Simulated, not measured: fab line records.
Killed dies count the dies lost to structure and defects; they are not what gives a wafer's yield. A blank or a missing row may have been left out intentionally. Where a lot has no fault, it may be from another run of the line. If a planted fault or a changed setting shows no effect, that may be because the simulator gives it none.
Chamber matching | flow n5Finfet | N5_BEOL_M1_ETCH_77 on rieDiel-05 has 4 sister chambers
The step etches underlayer in N2/H2, target depth 6.5 nm, time 5.2 s. 14 wafers are shown with their chamber, then 7 later ones without.

## WAFERS WITH THEIR CHAMBER
wafer  | chamber | throttleValvePct (%) | showerheadPlenumPTorr (Torr) | oesProductAu (a.u.)
L076.1 | 1       | 17.37                | 2.59                         | 0.77
L076.2 | 2       | 17.73                | 2.59                         | 0.72
L076.5 | 1       | 17.38                | 2.59                         | 0.78
L081.1 | 0       | 17.93                | 2.59                         | 0.76
L081.2 | 1       | 17.39                | 2.58                         | 0.75
L081.6 | 0       | 17.93                | 2.59                         | 0.76
L086.2 | 1       | 17.41                | 2.58                         | 0.74
L086.3 | 3       | 17.92                | 2.63                         | 0.59
L086.6 | 0       | 17.95                | 2.59                         | 0.74
L089.2 | 3       | 17.93                | 2.63                         | 0.59
L089.3 | 2       | 17.75                | 2.58                         | 0.69
L089.6 | 2       | 17.77                | 2.58                         | 0.68
L090.2 | 3       | 17.93                | 2.63                         | 0.60
L090.3 | 0       | 17.97                | 2.59                         | 0.76

SIGNATURES, as means of the wafers listed above
reading               | chamber 0 | chamber 1 | chamber 2 | chamber 3 | scatter within a chamber
throttleValvePct      | 17.9450   | 17.3875   | 17.7500   | 17.9267   | 0.0169
showerheadPlenumPTorr | 2.5900    | 2.5850    | 2.5833    | 2.6300    | 0.00408
oesProductAu          | 0.7550    | 0.7600    | 0.6967    | 0.5933    | 0.0149
Rule: distance of a wafer from a chamber = root of the sum over the readings of ((wafer's reading minus chamber's mean) / reading's scatter) squared. The wafer belongs to the nearest chamber; if the next one is less than 2 further off, it can't be placed. The scatter is the square root of a quotient: the sum, over the shown wafers, of each reading's squared deviation from its chamber's mean, divided by wafers minus chambers.

## WAFERS WITH NO CHAMBER GIVEN
wafer  | throttleValvePct (%) | showerheadPlenumPTorr (Torr) | oesProductAu (a.u.)
L090.5 | 17.94                | 2.62                         | 0.60
L094.1 | 17.41                | 2.57                         | 0.73
L094.4 | 17.80                | 2.58                         | 0.69
L094.5 | 17.94                | 2.62                         | 0.59
L096.1 | 17.93                | 2.62                         | 0.59
L096.2 | 17.44                | 2.57                         | 0.73
L096.4 | 17.78                | 2.58                         | 0.68

## CHAMBER TAKEN BY EACH
wafer  | from the rows above | in truth
L090.5 | 3                   | 3
L094.1 | 1                   | 1
L094.4 | 2                   | 2
L094.5 | 3                   | 3
L096.1 | 3                   | 3
L096.2 | 1                   | 1
L096.4 | 2                   | 2
7 of 7 placed correctly. Not placeable from these rows: 0. Wrongly placed: 0.
